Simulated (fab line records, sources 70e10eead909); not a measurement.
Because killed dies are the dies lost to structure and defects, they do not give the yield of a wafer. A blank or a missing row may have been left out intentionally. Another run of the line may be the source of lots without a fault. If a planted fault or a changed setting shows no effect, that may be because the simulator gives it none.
The tool behind it: which one?	flow nand_harc	11 lots, 33 wafers sampled, at 3 steps of a route of 1302

## WHAT EACH GAUGE READ, for each wafer
NHARC_THIN_TSV_CD_MEAS_12: the cd target is 1000 nm.
lot	measured	on	cd_nm (nm)
L675	day 24 12:14	cd_sem-03	1002.0 1001.6 999.5
L677	day 24 17:42	cd_sem-03	1000.7 997.5 997.6
L678	day 24 21:58	cd_sem-01	1003.8 1005.7 1003.4
L679	day 25 06:20	cd_sem-02	1001.1 1001.0 1001.2
L682	day 26 18:51	cd_sem-03	1003.4 1000.2 1000.1
L683	day 26 20:11	cd_sem-01	1001.8 1002.3 996.9
L690	day 29 18:10	cd_sem-03	1001.3 998.5 1000.5
L689	day 29 19:22	cd_sem-03	1003.7 1004.3 1003.1
L692	day 30 19:31	cd_sem-01	1003.8 1000.6 996.8
L698	day 32 14:08	cd_sem-01	998.4 1000.0 999.1
L695	day 32 17:31	cd_sem-02	997.4 997.5 1001.1

## WHAT TOOL EACH LOT RAN ON (gives the tool, then ch and the chambers of the sampled wafers, and finally the start)
lot	NHARC_A_STAIRCASE_STRIP_295	NHARC_A_BONDPAD_STRIP_15
L675	rie_diel-03 ch 0,1,2, day 16 20:05	rie_diel-06 ch 1,2,3, day 23 19:37
L677	rie_diel-03 ch 0,1, day 17 19:30	rie_diel-06 ch 0,1,2, day 24 02:40
L678	rie_diel-03 ch 0,2, day 18 03:40	rie_diel-06 ch 0,3, day 24 07:34
L679	rie_diel-07 ch 0,1, day 18 12:40	rie_diel-08 ch 0,2, day 24 15:56
L682	rie_diel-07 ch 0,1,2, day 19 20:01	rie_diel-06 ch 0,1, day 26 04:06
L683	rie_diel-07 ch 0,3, day 19 23:05	rie_diel-06 ch 0,1, day 26 03:39
L690	rie_diel-07 ch 0,2, day 22 15:19	rie_diel-06 ch 0,1,3, day 29 01:36
L689	rie_diel-03 ch 0,1,3, day 22 19:52	rie_diel-08 ch 1,3, day 29 03:44
L692	rie_diel-03 ch 0,1,3, day 23 19:29	rie_diel-08 ch 0,1,2, day 30 04:14
L698	rie_diel-05 ch 0,1,3, day 25 19:46	rie_diel-06 ch 2,3, day 31 22:43
L695	rie_diel-03 ch 1,2,3, day 26 01:21	rie_diel-07 ch 0,2,3, day 32 00:48
- NHARC_A_STAIRCASE_STRIP_295: strips in O2.
- NHARC_A_BONDPAD_STRIP_15: strips in O2.

## THE ANSWER, worked out from the rows above alone
Rule: what is usual is taken from the lots themselves. Put in order of their means at a reading, lots are off if they are a third of the lots or fewer, leave a main group of 4 or more, and stand apart from it by a gap of 3 or more times the standard deviation of the main group's means; of several such gaps the widest counts. The tables above print the reading to a certain number of digits; a main group whose means all agree to those digits is not used. A lot without any number at a reading at which 4 lots or more have one is off too. Where the step has rows for the other lots, those lots are counted as sound.
None of the lots is off at any reading shown; this tells nothing.

## WHAT THE SIMULATOR HAD INSERTED
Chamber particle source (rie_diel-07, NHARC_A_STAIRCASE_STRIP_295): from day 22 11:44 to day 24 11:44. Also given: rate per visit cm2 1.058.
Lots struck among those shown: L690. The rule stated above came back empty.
